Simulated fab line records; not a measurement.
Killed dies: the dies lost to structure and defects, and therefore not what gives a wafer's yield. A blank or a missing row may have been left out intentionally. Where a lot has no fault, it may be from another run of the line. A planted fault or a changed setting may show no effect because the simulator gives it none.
Matching of chambers | flow nand_harc | 4 sister chambers for NHARC_P_ZERO_WELL_DESCUM_13 on rie_diel-09
The step chemistry O2, time 3 s. 20 wafers are shown with their chamber, then 10 later ones without.

## WAFERS PAIRED WITH THEIR CHAMBERS
wafer  | chamber | showerhead_plenum_p_Torr (Torr) | drypump_motor_current_A (A) | oes_product_au (a.u.)
L074.2 | 3       | 2.04                            | 5.2                         | 0.990
L074.3 | 2       | 2.01                            | 5.8                         | 0.993
L074.5 | 0       | 1.85                            | 5.2                         | 1.011
L078.1 | 3       | 2.04                            | 5.2                         | 0.986
L078.3 | 0       | 1.85                            | 5.2                         | 0.998
L078.5 | 0       | 1.85                            | 5.2                         | 1.007
L080.4 | 1       | 2.01                            | 5.2                         | 0.996
L080.5 | 2       | 2.01                            | 5.9                         | 0.991
L080.6 | 3       | 2.04                            | 5.2                         | 0.987
L083.1 | 3       | 2.04                            | 5.2                         | 0.991
L083.2 | 1       | 2.01                            | 5.2                         | 1.011
L083.6 | 3       | 2.04                            | 5.2                         | 0.986
L084.3 | 3       | 2.03                            | 5.2                         | 0.986
L084.4 | 2       | 2.01                            | 5.8                         | 0.994
L084.6 | 1       | 2.01                            | 5.2                         | 1.008
L087.4 | 2       | 2.01                            | 5.9                         | 0.977
L087.5 | 2       | 2.01                            | 5.9                         | 0.983
L087.6 | 3       | 2.03                            | 5.2                         | 1.018
L088.2 | 2       | 2.01                            | 5.9                         | 0.992
L088.4 | 0       | 1.85                            | 5.2                         | 1.023

SIGNATURES, as means of the wafers listed above
reading                  | chamber 0 | chamber 1 | chamber 2 | chamber 3 | scatter within a chamber
showerhead_plenum_p_Torr | 1.8500    | 2.0100    | 2.0100    | 2.0371    | 0.00299
drypump_motor_current_A  | 5.200     | 5.200     | 5.867     | 5.200     | 0.0289
oes_product_au           | 1.00975   | 1.00500   | 0.98833   | 0.99200   | 0.00966
Rule: for each reading, subtract the chamber's mean from the wafer's reading, divide by that reading's scatter and square the result; add these up over the readings and take the root, which gives the wafer's distance from the chamber. The wafer belongs to the nearest chamber; if the next one is less than 2 further off, it can't be placed. How the scatter is found: for the shown wafers, subtract from each reading the mean of its chamber, square and add these, divide the total by (wafers less chambers), then take the root.

## WAFERS WHOSE CHAMBER IS MISSING
wafer  | showerhead_plenum_p_Torr (Torr) | drypump_motor_current_A (A) | oes_product_au (a.u.)
L088.5 | 2.01                            | 5.9                         | 0.987
L089.1 | 2.01                            | 5.2                         | 1.002
L089.3 | 2.03                            | 5.2                         | 1.017
L089.4 | 1.85                            | 5.2                         | 1.005
L092.3 | 1.84                            | 5.2                         | 0.997
L092.4 | 2.01                            | 5.2                         | 1.018
L092.6 | 1.85                            | 5.2                         | 0.996
L094.4 | 2.03                            | 5.2                         | 1.025
L094.5 | 2.01                            | 5.2                         | 1.017
L094.6 | 1.84                            | 5.2                         | 0.995

## WHICH CHAMBER EACH ONE RAN IN
wafer  | from the rows above | in truth
L088.5 | 2                   | 2
L089.1 | 1                   | 1
L089.3 | 3                   | 3
L089.4 | 0                   | 0
L092.3 | 0                   | 0
L092.4 | 1                   | 1
L092.6 | 0                   | 0
L094.4 | 3                   | 3
L094.5 | 1                   | 1
L094.6 | 0                   | 0
10 of 10 placed correctly. Number that these rows cannot place: 0. Number placed wrongly: 0.
